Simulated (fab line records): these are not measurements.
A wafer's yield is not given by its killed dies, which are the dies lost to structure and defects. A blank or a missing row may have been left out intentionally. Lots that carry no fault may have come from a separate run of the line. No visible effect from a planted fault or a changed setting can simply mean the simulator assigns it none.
The tool behind it: which one? / flow n5_finfet / 36 wafers from 12 lots sampled at 5 of the route's 1938 steps

== WHAT THE GAUGES READ, wafer by wafer ==
N5_BEOL_M9_OCD_MEAS_38.
lot=L075; measured=day 9 21:55; on=ocd-02; trench_depth_nm (nm)=153.5 153.1 152.4
lot=L076; measured=day 10 02:47; on=ocd-01; trench_depth_nm (nm)=150.8 151.2 150.8
lot=L080; measured=day 10 23:14; on=ocd-02; trench_depth_nm (nm)=154.0 154.5 153.7
lot=L081; measured=day 11 08:40; on=ocd-02; trench_depth_nm (nm)=152.6 153.4 155.0
lot=L083; measured=day 11 13:21; on=ocd-01; trench_depth_nm (nm)=154.9 156.2 155.0
lot=L085; measured=day 12 10:08; on=ocd-01; trench_depth_nm (nm)=154.7 151.3 154.1
lot=L087; measured=day 12 23:38; on=ocd-01; trench_depth_nm (nm)=151.5 155.7 152.7
lot=L090; measured=day 13 08:11; on=ocd-02; trench_depth_nm (nm)=151.9 156.8 155.3
lot=L091; measured=day 13 17:23; on=ocd-02; trench_depth_nm (nm)=155.1 154.2 148.0
lot=L093; measured=day 14 16:02; on=ocd-02; trench_depth_nm (nm)=153.6 153.3 155.0
lot=L095; measured=day 14 19:01; on=ocd-02; trench_depth_nm (nm)=150.6 147.8 147.4
lot=L097; measured=day 15 11:16; on=ocd-02; trench_depth_nm (nm)=153.1 149.3 150.6

== TOOL THAT RAN EACH LOT (tool first, then ch and the chambers of the sampled wafers, then the start) ==
lot=L075; N5_BEOL_M8_SPUTTER_48=pvd_sputter-01, day 9 14:20; N5_BEOL_M9_CURE_71=uv_cure-02 ch 0, day 9 15:43; N5_BEOL_M9_DESCUM_16=rie_diel-05 ch 0,1,3, day 9 19:56; N5_BEOL_M9_ETCH_61=rie_diel-05 ch 0,1,3, day 9 19:58
lot=L076; N5_BEOL_M8_SPUTTER_48=pvd_sputter-01, day 9 21:47; N5_BEOL_M9_CURE_71=uv_cure-01 ch 2, day 9 22:59; N5_BEOL_M9_DESCUM_16=rie_diel-05 ch 0,2,3, day 10 01:25; N5_BEOL_M9_ETCH_61=rie_diel-05 ch 0,2,3, day 10 01:27
lot=L080; N5_BEOL_M8_SPUTTER_48=pvd_sputter-03, day 10 18:22; N5_BEOL_M9_CURE_71=uv_cure-03 ch 0, day 10 19:38; N5_BEOL_M9_DESCUM_16=rie_diel-01 ch 0,2,3, day 10 21:37; N5_BEOL_M9_ETCH_61=rie_diel-01 ch 0,2,3, day 10 21:38
lot=L081; N5_BEOL_M8_SPUTTER_48=pvd_sputter-02, day 11 02:04; N5_BEOL_M9_CURE_71=uv_cure-02 ch 0, day 11 03:14; N5_BEOL_M9_DESCUM_16=rie_diel-03 ch 0,1,2, day 11 07:02; N5_BEOL_M9_ETCH_61=rie_diel-03 ch 0,1,2, day 11 07:04
lot=L083; N5_BEOL_M8_SPUTTER_48=pvd_sputter-02, day 11 08:02; N5_BEOL_M9_CURE_71=uv_cure-02 ch 2, day 11 09:18; N5_BEOL_M9_DESCUM_16=rie_diel-03 ch 0,3, day 11 11:59; N5_BEOL_M9_ETCH_61=rie_diel-03 ch 0,3, day 11 12:01
lot=L085; N5_BEOL_M8_SPUTTER_48=pvd_sputter-03, day 12 04:16; N5_BEOL_M9_CURE_71=uv_cure-01 ch 2, day 12 05:28; N5_BEOL_M9_DESCUM_16=rie_diel-03 ch 1,3, day 12 08:49; N5_BEOL_M9_ETCH_61=rie_diel-03 ch 1,3, day 12 08:50
lot=L087; N5_BEOL_M8_SPUTTER_48=pvd_sputter-03, day 12 18:58; N5_BEOL_M9_CURE_71=uv_cure-03 ch 2, day 12 20:38; N5_BEOL_M9_DESCUM_16=rie_diel-03 ch 0,1,3, day 12 22:03; N5_BEOL_M9_ETCH_61=rie_diel-03 ch 0,1,3, day 12 22:05
lot=L090; N5_BEOL_M8_SPUTTER_48=pvd_sputter-03, day 13 01:47; N5_BEOL_M9_CURE_71=uv_cure-02 ch 1, day 13 03:02; N5_BEOL_M9_DESCUM_16=rie_diel-03 ch 0,3, day 13 05:16; N5_BEOL_M9_ETCH_61=rie_diel-03 ch 0,3, day 13 05:18
lot=L091; N5_BEOL_M8_SPUTTER_48=pvd_sputter-02, day 13 10:18; N5_BEOL_M9_CURE_71=uv_cure-03 ch 1, day 13 12:03; N5_BEOL_M9_DESCUM_16=rie_diel-05 ch 0,1, day 13 14:24; N5_BEOL_M9_ETCH_61=rie_diel-05 ch 0,1, day 13 14:26
lot=L093; N5_BEOL_M8_SPUTTER_48=pvd_sputter-02, day 14 07:42; N5_BEOL_M9_CURE_71=uv_cure-01 ch 0, day 14 09:44; N5_BEOL_M9_DESCUM_16=rie_diel-03 ch 0,1,3, day 14 12:53; N5_BEOL_M9_ETCH_61=rie_diel-03 ch 0,1,3, day 14 12:55
lot=L095; N5_BEOL_M8_SPUTTER_48=pvd_sputter-01, day 14 13:33; N5_BEOL_M9_CURE_71=uv_cure-03 ch 0, day 14 14:55; N5_BEOL_M9_DESCUM_16=rie_diel-03 ch 0,1,3, day 14 17:23; N5_BEOL_M9_ETCH_61=rie_diel-03 ch 0,1,3, day 14 17:25
lot=L097; N5_BEOL_M8_SPUTTER_48=pvd_sputter-02, day 15 05:23; N5_BEOL_M9_CURE_71=uv_cure-01 ch 0, day 15 06:42; N5_BEOL_M9_DESCUM_16=rie_diel-03 ch 1,3, day 15 09:46; N5_BEOL_M9_ETCH_61=rie_diel-03 ch 1,3, day 15 09:48
- N5_BEOL_M8_SPUTTER_48: material Cu, target thk 10 nm, time 1.667 s.
- N5_BEOL_M9_CURE_71: cures SiCOH lowk, time 240 s.
- N5_BEOL_M9_DESCUM_16: chemistry O2, time 7.9 s.
- N5_BEOL_M9_ETCH_61: etches SiARC in CF4, target depth 39 nm, time 65 s.

== THE ANSWER, worked out from the rows above alone ==
Rule: the lots themselves supply what counts as usual. The widest of any qualifying gaps counts: lots, ordered by their means at a reading, are off when they make up no more than a third of the lots, leave a main group of 4 or more, and stand apart from it by 3 or more times the standard deviation of that group's means. The tables above print the reading to a certain number of digits; a main group whose means all agree to those digits is not used. Also off: a lot with no number at a reading for which 4 or more lots have one. Where the step has rows for the other lots, those lots are counted as sound.
Nothing can be told from this: no lot is off at any reading shown.

== WHAT HAD BEEN PUT IN BY THE SIMULATOR ==
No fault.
